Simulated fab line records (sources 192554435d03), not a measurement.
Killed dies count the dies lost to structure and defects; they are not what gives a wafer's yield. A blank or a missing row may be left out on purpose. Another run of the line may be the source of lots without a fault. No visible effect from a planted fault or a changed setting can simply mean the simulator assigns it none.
fab line records | flow n5-finfet
[record] lots = 4 wafers = 12 last-day = 18
route steps=1938 shown FIN_CUT@178 STI_FIN_REVEAL@183 DUMMY_GATE@212 BEOL_M4@1111 PASSIVATION@1936
lots with no fault: from the same line, run without faults
start-h: the number of hours between the record's first day and the start of the first shown wafer of the lot | wait-h: hours since the lot's step before | " the same as in the row above | L1.1+2: several wafers, shown together as one row | - no value, or no start given | * or withheld: withheld | < > ~ a bound
route shown NAME@n: NAME is a module with steps in the file, n the number in the route of the first one | usual: the fault-free wafers' mean and standard deviation | same: alike in all rows | chamber/n: place in a boat | sites: readings site by site | _std_site: standard deviation across them | _edge_site: mean of outer sites minus mean of inner sites | radius-mm: how far each site lies from the wafer's centre | mask NAME#n: copy n | behind: the last tool/chamber to shape the wafer | hold: why the lot was held/for how many hours/how that ended | device: transistor that didn't switch, given as n, p or np | end of line: the same wafers' tests at the end of the route | a step given without rows: its recipe and nothing more | killed: not the wafer's yield, but the dies lost to structure and defects at the first sort | map: a wafer's dies, x killed, . not, _ none there
set.NAME: the run value of the setting; set.NAME@STEP: its run value at that earlier step | model.NAME: the simulator's own value behind a step, which no gauge read
a table for each step, a row for each wafer; lots at some steps of the route
services: from which hour (start-h, from the record's first day; less than 0 if before it) a tool's chamber was out of use, for how many hours, and why
[[steps]]
[step N5_FIN_CUT_STRIP_22]
[recipe] chemistry = N2/H2 power-w = 500 temp-c = 40 pressure-mtorr = 50 rf-frequency-hz = 6e+07 overash-fraction = 0.3 bias-power-w = 8 h2-frac = 0.5 n2-flow-sccm = 300 h2-flow-sccm = 300
[step N5_FIN_CUT_PRECLEAN_36]
[recipe] chemistry = O3/DIW time-s = 60 temp-c = 22 o3-ppm = 10
[step N5_FIN_CUT_SRD_32]
[recipe] dry = ipa-marangoni time-s = 30 temp-c = 23 rinse-liquid = diw
[step N5_FIN_CUT_UV_OZONE_34]
[recipe] time-s = 120 pressure-torr = 760 temp-c = 25
[step N5_STI_FIN_REVEAL_ALD_00]
[recipe] material = SiO2 target-thk-a = 10 temp-c = 300 ald-precursor-family = BDEAS ald-co-reactant = O2-plasma pulse-time-s = 1 pressure-torr = 2
[step N5_STI_FIN_REVEAL_ALD_14]
[recipe] material = Si3N4 target-thk-a = 30 temp-c = 400 ald-precursor-family = SiH2I2 ald-co-reactant = N2/H2-plasma pressure-torr = 2
[step N5_STI_FIN_REVEAL_FCVD_FILL_01]
[recipe] material = SiO2_flowable target-thk-a = 3120 temp-c = 100 pressure-torr = 0.8 rf-w = 2000 time-s = 512.2
[step N5_STI_FIN_REVEAL_DENSIFY_02]
[recipe] temp-c = 650 ambient = steam time-s = 1800 idle-temp-c = 400 densification-p-h2o-torr = 640
[step N5_STI_FIN_REVEAL_CMP_04]
[recipe] stop-on = Si3N4 t-overpolish-s = 4 down-force-psi = 2 platen-rpm = 54.18 post-cmp-clean = alkaline-brush pad-velocity-m-s = 1.078 target-thk-nm = 131.83
[step N5_STI_FIN_REVEAL_DENSIFY_30]
[recipe] temp-c = * time-s = * ambient = N2 idle-temp-c = 600 ramp-up-c-per-s = 150 ramp-down-c-per-s = 60 cool-to-c = 600
[step N5_STI_FIN_REVEAL_ETCHBACK_08]
[recipe] chemistry = C4F6/O2 target = SiO2 target-depth-a = 305 time-s = 10.167 ion-energy-ev = 250 pressure-mtorr = 30 source-w = 345 bias-w = 185 Ar_flow_sccm = 300 C4F6_flow_sccm = 10 O2_flow_sccm = 10
[usual] drypump-motor-current-A = 5.6/0.43 oes-product-au = 0.76/0.076 rf-vpp-V = 665/16 showerhead-plenum-p-Torr = 2.85/0.082 throttle-valve-pct = 21.20/0.24
// columns lot.wafer tool chamber start-h wait-h drypump-motor-current-A oes-product-au rf-hours-counter-h rf-vpp-V showerhead-plenum-p-Torr throttle-valve-pct
L253.1 rie-diel-03 3 102.51 0.4 4.8 0.69 240 695 2.70 21.36
L253.2 " 0 " " 5.0 0.92 15 678 2.89 21.04
L253.4 " 2 " " 5.2 0.75 157 668 2.74 21.42
L255.1 rie-diel-03 3 111.84 0.2 4.9 0.68 243 693 2.70 21.37
L255.2 " 0 " " 5.0 0.92 17 677 2.89 21.04
L255.3 " 1 " " 5.8 0.68 197 660 2.82 20.87
L258.3 rie-diel-03 2 130.76 0.1 5.2 0.75 164 668 2.73 21.43
L258.5 " 2 " " 5.3 0.74 - 668 2.73 21.43
L258.6 " 1 " " 5.8 0.68 - 661 2.81 20.88
L262.3 rie-diel-02 1 154.53 0.1 5.5 0.69 238 669 2.82 21.50
L262.4 " 2 " " 5.2 0.78 - 655 2.96 20.90
L262.6 " 0 " " 6.3 0.84 - 648 2.88 21.41
[step N5_STI_FIN_REVEAL_STRIP_24]
[recipe] chemistry = N2/H2 time-s = 90 power-w = 100 temp-c = 40 pressure-mtorr = 100 rf-frequency-hz = 6e+07 bias-power-w = 3 n2-flow-sccm = 300 h2-flow-sccm = 300
[step N5_STI_FIN_REVEAL_PRECLEAN_25]
[recipe] chemistry = SPM time-s = 90 temp-c = 120 mix = 4:1
[step N5_STI_FIN_REVEAL_PRECLEAN_26]
[recipe] chemistry = SC1 time-s = 45 temp-c = 46 mix = 1:2:100
[step N5_STI_FIN_REVEAL_PRECLEAN_29]
[recipe] chemistry = DHF time-s = 30 temp-c = 25 dilution = 300:1
[step N5_STI_FIN_REVEAL_SRD_12]
[recipe] time-s = 30 temp-c = 23 rinse-liquid = diw dry = ipa-marangoni
[step N5_STI_FIN_REVEAL_RECESS_09]
[recipe] chemistry = HF/NH3 target = SiO2 afs-cycles = 11 target-depth-a = 425 temp-c = 30 sublimation-temp-c = 180 sublimation-time-s = 60
[step N5_STI_FIN_REVEAL_STRIP_16]
[recipe] chemistry = H3PO4 material = SiNx temp-c = 165 target-depth-a = 238 overetch-fraction = 0.4964 dry = ipa-marangoni
[step N5_STI_FIN_REVEAL_PRECLEAN_17]
[recipe] chemistry = NF3:NH3 afs-cycles = 1 temp-c = 30 time-s = 20 sublimation-temp-c = 180 sublimation-time-s = 60 pressure-torr = 3 rf-power-w = 30
[step N5_STI_FIN_REVEAL_ETCH_34]
[recipe] chemistry = H2 mode = isotropic material = Si target = Si target-depth-a = 9.7 temp-c = 20 pressure-mtorr = 4.5 icp-w = 300 bias-w = 0 h2-flow-sccm = 7.5 he-flow-sccm = 142.5
[step N5_STI_FIN_REVEAL_OXIDATION_31]
[recipe] chemistry = O2_PLASMA_REMOTE temp-c = 150 time-s = 20 pressure-mtorr = 1000 source-power-w = 2000 o2-flow-sccm = 3000
[step N5_STI_FIN_REVEAL_PRECLEAN_32]
[recipe] chemistry = NF3:NH3 afs-cycles = 1 temp-c = 30 time-s = 20 sublimation-temp-c = 180 sublimation-time-s = 60 pressure-torr = 3 rf-power-w = 30
[step N5_STI_FIN_REVEAL_STRIP_35]
[recipe] chemistry = H3PO4 material = Si3N4 temp-c = 165 target-depth-a = 40 time-s = 39
[step N5_STI_FIN_REVEAL_SRD_21]
[recipe] dry = ipa-marangoni time-s = 30 temp-c = 23 rinse-liquid = diw
[step N5_STI_FIN_REVEAL_OXIDATION_33]
[recipe] chemistry = O2_PLASMA_REMOTE temp-c = 150 time-s = 20 pressure-mtorr = 1000 source-power-w = 2000 o2-flow-sccm = 3000
[step N5_STI_FIN_REVEAL_CLEAN_19]
[recipe] chemistry = O3/DIW temp-c = 25 time-s = 120 o3-ppm = 10
[step N5_STI_FIN_REVEAL_SRD_23]
[recipe] dry = ipa-marangoni time-s = 30 temp-c = 23 rinse-liquid = diw
[step N5_STI_FIN_REVEAL_FIN_H_MEAS_10]
[usual] trench-depth-nm = 51.8/1
// columns lot.wafer tool chamber start-h wait-h trench-depth-nm
L253.1 ocd-02 - 105.46 0.0 52.2
L253.2 " - " " 53.2
L253.4 " - " " 53.4
L255.1 ocd-01 - 115.04 0.0 42.9
L255.2 " - " " 44.2
L255.3 " - " " 41.3
L258.3 ocd-02 - 133.72 0.0 43.4
L258.5 " - " " 43.7
L258.6 " - " " 41.4
L262.3 ocd-02 - 157.50 0.0 50.6
L262.4 " - " " 52.1
L262.6 " - " " 53.0
[step N5_STI_FIN_REVEAL_PRECLEAN_18]
[recipe] chemistry = SC2 time-s = 45 temp-c = 35 mix = 1:1:50
[step N5_STI_FIN_REVEAL_SRD_28]
[recipe] dry = ipa-marangoni time-s = 30 temp-c = 23 rinse-liquid = diw
[step N5_DUMMY_GATE_PRECLEAN_00]
[recipe] chemistry = O3/DIW time-s = 60 temp-c = 22 o3-ppm = 10
[step N5_DUMMY_GATE_SRD_01]
[recipe] time-s = 30 temp-c = 23 rinse-liquid = diw dry = ipa-marangoni
[step N5_DUMMY_GATE_ALD_02]
[recipe] material = SiO2 target-thk-a = 20 temp-c = 300 ald-precursor-family = BDEAS ald-co-reactant = O2-plasma pulse-time-s = 1 pressure-torr = 2
[step N5_DUMMY_GATE_CVD_03]
[recipe] material = a-Si target-thk-a = 1500 temp-c = 530 precursor = SiH4 time-s = 8042
[step N5_DUMMY_GATE_PRECLEAN_46]
[recipe] chemistry = DIW time-s = 89.5 temp-c = 23
[step N5_DUMMY_GATE_SRD_47]
[recipe] dry-time-s = 32 dry = n2-spin spin-rpm = 1500
[step N5_DUMMY_GATE_CMP_04]
[recipe] material = a-Si post-cmp-clean = alkaline-brush
[step N5_BEOL_M4_RC_MEAS_101]
[usual] DIBL_N = 36.4/2.2 DIBL_P = 36.3/2.5 IOFF_N = 0.17/0.052 IOFF_N_85C = 3.3/0.81 IOFF_N_LIN = 0.076/0.016 IOFF_P = 0.23/0.049 IOFF_P_85C = 3.9/0.69 IOFF_P_LIN = 0.106/0.017 ION_N = 674/17 ION_P = 464/11 SS_N = 71.7/0.98 SS_P = 73.3/0.84 VT_N = 250/4 VT_P = -249/3.8
// columns lot.wafer tool chamber start-h wait-h DIBL_N[mV/V] DIBL_P[mV/V] IOFF_N[nA/um] IOFF_N_85C[nA/um] IOFF_N_LIN[nA/um] IOFF_P[nA/um] IOFF_P_85C[nA/um] IOFF_P_LIN[nA/um] ION_N[uA/um] ION_P[uA/um] SS_N[mV/dec] SS_P[mV/dec] VT_N[mV] VT_P[mV]
L253.1 prober-01 0 275.56 0.0 33.8 34.0 0.10 2.2 0.051 0.15 2.8 0.079 647 449 70.9 72.5 258 -252
L253.2 " 0 " " 33.4 33.4 0.11 2.2 0.053 0.15 2.8 0.079 665 460 70.4 72.0 254 -256
L253.4 " 0 " " 37.0 39.1 0.19 3.6 0.086 0.25 4.2 0.111 695 476 71.6 73.7 245 -249
L255.1 prober-02 0 284.41 0.0 98.9 83.0 19.70 176.9 0.344 19.13 160.4 0.470 596 410 142.4 135.7 246 -246
L255.2 " 0 " " 99.2 54.0 19.93 177.0 0.334 2.79 31.4 0.199 598 404 145.3 98.3 248 -248
L255.3 " 0 " " - - - - - - - - - - - - - -
L258.3 prober-01 0 322.15 0.3 106.2 71.0 19.24 172.4 0.312 9.65 90.7 0.323 588 406 151.5 125.9 254 -245
L258.5 " 0 " " 116.4 57.8 25.36 215.5 0.366 4.05 44.1 0.223 596 403 158.4 108.2 251 -248
L258.6 " 0 " " - - - - - - - - - - - - - -
L262.3 prober-01 0 326.68 0.3 34.3 34.1 0.14 2.7 0.063 0.18 3.2 0.092 657 455 71.7 72.6 250 -248
L262.4 " 0 " " 36.2 37.5 0.18 3.3 0.083 0.24 4.1 0.113 682 471 70.9 72.9 243 -247
L262.6 " 0 " " 36.1 37.1 0.17 3.2 0.079 0.22 3.8 0.107 681 469 71.4 73.1 248 -248
[step N5_PASSIVATION_PROBE_49]
[usual] defect-limited-yield = 91.2/1.4 killed_at_M0_to_M3 = 34/9.3 killed_at_M4_up = 14/5.9 killed-at-contacts = 14/5.7 killed-at-front-end = 38/10 killed-at-other = 4/3.2 killed-dies = 104/17 killed-open = 67/13 killed-short = 33/6.9 sort_bin_4_leakage = 0/3.6 sort_bin_5_function = 5.2/1 sort_bin_6_memory = 3.3/0.61 sort-n-pass = 1069/52 sort-yield-pct = 91/4.4
[same] gross-dies = 1180 killed-at-back-side = 0 sort_bin_8_speed[%] = 0
// columns lot.wafer tool chamber start-h wait-h defect-limited-yield[%] killed_at_M0_to_M3 killed_at_M4_up killed-at-contacts killed-at-front-end killed-at-other killed-dies killed-open killed-short sort_bin_4_leakage[%] sort_bin_5_function[%] sort_bin_6_memory[%] sort-n-pass sort-yield-pct[%]
L253.1 prober-02 - 385.13 0.0 93.1 31 10 10 28 3 82 59 22 0 3.8 3.0 1098 93
L253.2 prober-02 - 385.18 0.1 92.6 30 12 15 26 4 87 42 39 0 4.8 2.4 1093 93
L253.4 prober-02 - 385.28 0.2 93.7 26 9 11 23 5 74 48 21 0 3.6 2.5 1106 94
L255.1 prober-02 - 398.61 0.0 93.0 22 17 10 31 3 83 63 18 93 4.2 2.8 0 0
L255.2 prober-02 - 398.66 0.1 93.2 22 9 8 34 7 80 45 33 93 3.9 2.5 0 0
L255.3 prober-02 - 398.71 0.1 92.7 31 11 2 36 6 86 46 36 93 4.0 3.1 0 0
L258.3 prober-02 - 428.46 0.1 88.7 38 2 17 69 7 133 83 40 89 7.7 3.5 0 0
L258.5 prober-02 - 428.56 0.2 90.3 31 7 8 64 4 114 75 37 90 5.3 3.9 0 0
L258.6 prober-02 - 428.61 0.3 89.5 38 15 13 56 2 124 68 52 89 5.8 4.0 0 0
// killed by level:class
L253.1 BEOL_M3:geometric-particle:open=11 MOL_CONTACT_COAG:geometric-particle:open=9 BEOL_M2:geometric-particle:open=9 FIN_SAQP:geometric-particle:open=6 STARTING-WAFER:geometric-particle:short=5 DUMMY_GATE:geometric-particle:open=4 BEOL_M5:geometric-particle:open=4 BEOL_M0_SAQP:geometric-particle:open=3
L253.2 MOL_CONTACT_COAG:geometric-particle:open=9 BEOL_M0_SAQP:geometric-particle:short=8 FIN_SAQP:geometric-particle:short=6 GATE_CUT:geometric-particle:short=6 MOL_CONTACT_COAG:geometric-particle:short=6 BEOL_M0_SAQP:geometric-particle:open=6 BEOL_M1:geometric-particle:open=6 FIN_SAQP:geometric-particle:open=4
L253.4 MOL_CONTACT_COAG:geometric-particle:open=10 BEOL_M2:geometric-particle:open=7 FIN_SAQP:geometric-particle:open=6 BEOL_M0_SAQP:geometric-particle:open=6 BEOL_M0_SAQP:geometric-particle:short=5 PAD_METAL:geometric-particle:open=4 FIN_SAQP:geometric-particle:short=3 STI_FIN_REVEAL:geometric-particle:open=3
L255.1 MOL_CONTACT_COAG:geometric-particle:open=9 BEOL_M2:geometric-particle:open=7 BEOL_M4:geometric-particle:open=7 STI_FIN_REVEAL:geometric-particle:open=6 BEOL_M1:geometric-particle:open=6 FIN_SAQP:geometric-particle:open=5 STARTING-WAFER:geometric-particle:short=4 DUMMY_GATE:geometric-particle:open=3
L255.2 FIN_SAQP:geometric-particle:short=7 STI_FIN_REVEAL:geometric-particle:open=5 BEOL_M3:geometric-particle:open=5 MOL_CONTACT_COAG:geometric-particle:short=4 MOL_CONTACT_COAG:geometric-particle:open=4 PAD_METAL:geometric-particle:open=4 FIN_SAQP:geometric-particle:open=3 ILD0:geometric-particle:short=3
L255.3 STI_FIN_REVEAL:geometric-particle:open=8 GATE_CUT:geometric-particle:short=8 BEOL_M1:geometric-particle:open=8 BEOL_M4:geometric-particle:open=7 BEOL_M1:geometric-particle:short=6 BEOL_M3:geometric-particle:open=6 BEOL_M0_SAQP:geometric-particle:short=5 DUMMY_GATE:geometric-particle:open=4
L258.3 STI_FIN_REVEAL:geometric-particle:open=26 BEOL_M0_SAQP:geometric-particle:short=12 BEOL_M0_SAQP:geometric-particle:open=10 FIN_SAQP:geometric-particle:open=8 BEOL_M2:geometric-particle:open=8 MOL_CONTACT_COAG:area-etch=8 MOL_CONTACT_COAG:geometric-particle:open=7 GATE_CUT:geometric-particle:open=5
L258.5 STI_FIN_REVEAL:geometric-particle:open=19 FIN_SAQP:geometric-particle:short=9 STI_FIN_REVEAL:geometric-particle:short=8 BEOL_M1:geometric-particle:open=8 BEOL_M2:geometric-particle:open=8 FIN_SAQP:geometric-particle:open=6 MOL_CONTACT_COAG:geometric-particle:open=5 BEOL_M0_SAQP:geometric-particle:short=4
L258.6 STI_FIN_REVEAL:geometric-particle:open=21 BEOL_M0_SAQP:geometric-particle:short=13 FIN_SAQP:geometric-particle:short=12 GATE_CUT:geometric-particle:short=11 BEOL_M0_SAQP:geometric-particle:open=9 MOL_CONTACT_COAG:geometric-particle:open=8 FIN_SAQP:geometric-particle:open=6 BEOL_M1:geometric-particle:open=5
// map L255.3 (x killed, . not)
_________________.........x..________________
______________.......x.........._____________
___________.x......x....x.........x__________
__________..............x..........._________
________......................x.xx...._______
_______.x.....x.x...x..................______
______..x.......................x...x..._____
_____.................................x..____
____.............x..........x.............___
___..x...........x.....xx...x....x.........__
___.x....x..............x......x...........__
__.......x.x.....................x.....x...._
__............x.x.....x....................._
_..........x............................x.x.x
_..........................x....x............
_.x.xx..........x...............x............
_.........x................x...xx............
_...x........................x..x............
_........................x...............x..x
_..x....................x....................
_.............x................x.............
__....................x.................x..._
__...................x......................_
___......................xx...........x.x.x__
___..............x.........................__
____...................x................x.___
_____..................x.................____
______.x...............x..............x._____
_______..................x.x...........______
________.....x...............x........_______
__________..........x.....x...x....._________
___________.........x....x.........__________
______________.................._____________
_________________............________________
// map L258.3 (x killed, . not)
_________________..x.....x...________________
______________x....xx..........._____________
___________.......x.............x.x__________
__________......x....x.......x...x.._________
________..x......x........x....xx....._______
_______x.......x..........x..x.x..x....______
______...x....................x........._____
_____..............x.....x...............____
____......x.x..............x....x.........___
___.............x..x...x...................__
___.....x...xx.............x........x......__
__x.x............x............x........x...._
__....x...x...x......x..x............x......_
_.............x.xx....x.........xx.x.xx......
_...............x............x.............x.
_.....x.....x..xx............................
_..............................x.....x.......
_...........................xx...............
_...x................x..x.x..x.x.............
_.xx..........x...................xxx..x..x..
_....x.....................x...x.....x..x..x.
__x....x..............x..x............x...x._
__...........x................x..........x.._
___.x.........x..........................x.__
___x.............x.............xx.x......x.__
____.x..xx..x..x............x.............___
_____xx................x...x.............____
______..............x..........x..x....._____
_______x.......x.......................______
________.......x........x............._______
__________....xxx......x..x.....x..._________
___________...............x........__________
______________.................._____________
_________________......x.....________________
[[services]]
// columns tool chamber start-h hours kind
rie-diel-02 0 82.78 5.5 repair
rie-diel-03 3 134.34 - clean
rie-diel-03 3 134.34 - consumable-replace:focus-ring
rie-diel-03 3 134.34 - consumable-replace:showerhead
rie-diel-03 3 134.34 23.1 scheduled-down
rie-diel-03 3 134.34 23.1 vent-cycle
rie-diel-02 3 140.88 - clean
rie-diel-02 3 140.88 - consumable-replace:focus-ring
rie-diel-02 3 140.88 17.4 scheduled-down
rie-diel-02 3 140.88 17.4 vent-cycle
[[key]]
[first-sign] step = N5_STI_FIN_REVEAL_FIN_H_MEAS_10 reading = trench-depth-nm direction = down sigmas = 8.6 usual = 51.8 struck = 42.8
[effect] step = N5_BEOL_M4_RC_MEAS_101 reading = IOFF_N direction = up sigmas = 99+ usual = 0.17 struck = 21.06
[effect] step = N5_BEOL_M4_RC_MEAS_101 reading = IOFF_N_85C direction = up sigmas = 99+ usual = 3.3 struck = 185.4
[effect] step = N5_BEOL_M4_RC_MEAS_101 reading = IOFF_P direction = up sigmas = 99+ usual = 0.23 struck = 8.90
[effect] step = N5_BEOL_M4_RC_MEAS_101 reading = IOFF_P_85C direction = up sigmas = 99+ usual = 3.9 struck = 81.7
[effect] step = N5_BEOL_M4_RC_MEAS_101 reading = SS_N direction = up sigmas = 79 usual = 71.7 struck = 149.4
[effect] step = N5_BEOL_M4_RC_MEAS_101 reading = SS_P direction = up sigmas = 52 usual = 73.3 struck = 117.0
[effect] step = N5_BEOL_M4_RC_MEAS_101 reading = DIBL_N direction = up sigmas = 32 usual = 36.4 struck = 105.2
[effect] step = N5_BEOL_M4_RC_MEAS_101 reading = IOFF_N_LIN direction = up sigmas = 17 usual = 0.076 struck = 0.339
[effect] step = N5_BEOL_M4_RC_MEAS_101 reading = DIBL_P direction = up sigmas = 12 usual = 36.3 struck = 66.4
[effect] step = N5_BEOL_M4_RC_MEAS_101 reading = IOFF_P_LIN direction = up sigmas = 12 usual = 0.106 struck = 0.304
[effect] step = N5_BEOL_M4_RC_MEAS_101 reading = ION_P direction = down sigmas = 5.4 usual = 464 struck = 406
[effect] step = N5_BEOL_M4_RC_MEAS_101 reading = ION_N direction = down sigmas = 4.6 usual = 674 struck = 595
[effect] step = N5_PASSIVATION_PROBE_49 reading = sort_bin_4_leakage direction = up sigmas = 25 usual = 0 struck = 91
met-at N5_STI_FIN_REVEAL_ETCHBACK_08
struck-wafers L255.1,L255.2,L255.3,L258.3,L258.5,L258.6
onset-between 102.51 111.84
[fault] kind = process-parameter-drift tool = rie-diel-03 chamber = - onset-h = 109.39 steps = N5_STI_FIN_REVEAL_ETCHBACK_08 channel = time-s offset = * shape = step end-h = 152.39 acts-in = * stated = *
